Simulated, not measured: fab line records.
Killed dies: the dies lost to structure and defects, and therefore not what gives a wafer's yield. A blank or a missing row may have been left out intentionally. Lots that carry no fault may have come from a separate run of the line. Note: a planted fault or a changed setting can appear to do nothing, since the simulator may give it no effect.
Comparing a struck lot with a sound one ; flow n5Finfet ; 17 steps out of a route of 1938
Sound: these wafers, L960.2, L960.4, L960.6. Struck: wafer L971.2 (L971.1, L971.4, from the same lot, were not struck and are left out); the cause is given at the end.
At each step with rows: each side's tool, then ch and its chambers, then its first start. Under that, the readings that differ: sound wafers ; struck wafers ; difference of the means ; sigmas: that difference in standard deviations of wafers without a fault.
alike: same words and numbers on both sides, and readings whose means sit less than 2 such deviations apart. not compared: any withheld reading, any reading some wafer has no value for, any bound like >300 that may hide the same value, and any number with overlapping values for which the record gives no deviation.
Wherever a step has rows on one side only, a row that says differs or no value, or a row with sigmas, the two part there. Numbers that have no deviation but don't overlap get no sigmas and don't part them. A reading missing from all wafers of one side parts the sides only when that side holds two or more wafers.

first, 4 steps without rows for these wafers: N5_BEOL_M11_HM_STRIP_39 (strips TiN in peroxide tin strip, target depth 25 nm, time 158 s); N5_BEOL_M11_SRD_40 (time 30 s); N5_BEOL_M11_PRECLEAN_42 (cleans in residue remover, time 60 s); N5_BEOL_M11_SRD_43 (time 30 s).
N5_BEOL_M11_CD_MEAS_35: the cd target is 70 nm.
  struck on cdSem-02, day 16 12:32; sound on cdSem-02, day 13 13:01
  alike: cdNm
then, 1 step without rows for these wafers: N5_BEOL_M11_CURE_72 (cures SiCOH lowk, time 120 s).
N5_BEOL_M11_DEGAS_44: time 60 s.
  struck on pvdSputter-02, day 16 13:16; sound on pvdSputter-01, day 13 13:23
  alike: heaterPowerW
N5_BEOL_M11_PRE_CLEAN_45: time 30 s.
  struck on pvdSputter-02, day 16 13:18; sound on pvdSputter-01, day 13 13:25
  alike: heaterPowerW
N5_BEOL_M11_ALD_74: deposits TaN, target thk 2 nm, pulse time 2 s, purge time 3 s.
  sound on aldMetal-01 ch 1,2, day 13 13:29; struck on aldMetal-01 ch 0, day 16 13:22
  alike: heaterPowerW, precursorVesselPressureTorr
N5_BEOL_M11_SURFACE_TREAT_76:
  struck on pvdSputter-03, day 16 13:47; sound on pvdSputter-02, day 13 13:46
  not compared: throttleValvePct
then, 2 steps without rows for these wafers: N5_BEOL_M11_CVD_75 (deposits Co from CCTBA/H2, target thk 2 nm, time 138.9 s); N5_BEOL_M11_SPUTTER_48 (material Cu, target thk 12 nm, time 2 s).
N5_BEOL_M11_ECD_50: material Cu, target thk 318 nm.
  sound on ecdCu-01 ch 1, day 13 14:08; struck on ecdCu-02 ch 1, day 16 14:11
reading;sound;struck;difference;sigmas
model.Cu_of_BEOL_M11_ECD_50.thkNm (nm);319.8 322.4 320;609.6;+288.9;
N5_BEOL_M11_ANNEAL_51: time 90 s.
  sound on rtpAnneal-01 ch 0, day 13 14:17; struck on rtpAnneal-02 ch 0, day 16 14:41
  alike: wafer_temp_C_max
N5_BEOL_M11_CMP_52: polishes, stops on SiCOH lowk, t overpolish 7 s, target thk 140 nm.
  sound on cmp-02 ch 0,2,3, day 13 14:35; struck on cmp-03 ch 1, day 16 15:01
reading;sound;struck;difference;sigmas
timeToEndpointS (s);59 63 65;128;+66;+20
  alike: motorCurrentA
N5_BEOL_M11_THK_MEAS_53: measures by xrf.
  struck on filmMetro-01, day 16 15:16; sound on filmMetro-02, day 13 14:53
  alike: M11_THK
next, for these wafers, 1 step has no rows: N5_PASSIVATION_PROBE_49.

WHERE THEY PART
Only at N5_BEOL_M11_CMP_52, as far as this record shows. Later steps at which nothing parts them and some readings are alike: N5_BEOL_M11_THK_MEAS_53.

WHY: what the simulator had put in
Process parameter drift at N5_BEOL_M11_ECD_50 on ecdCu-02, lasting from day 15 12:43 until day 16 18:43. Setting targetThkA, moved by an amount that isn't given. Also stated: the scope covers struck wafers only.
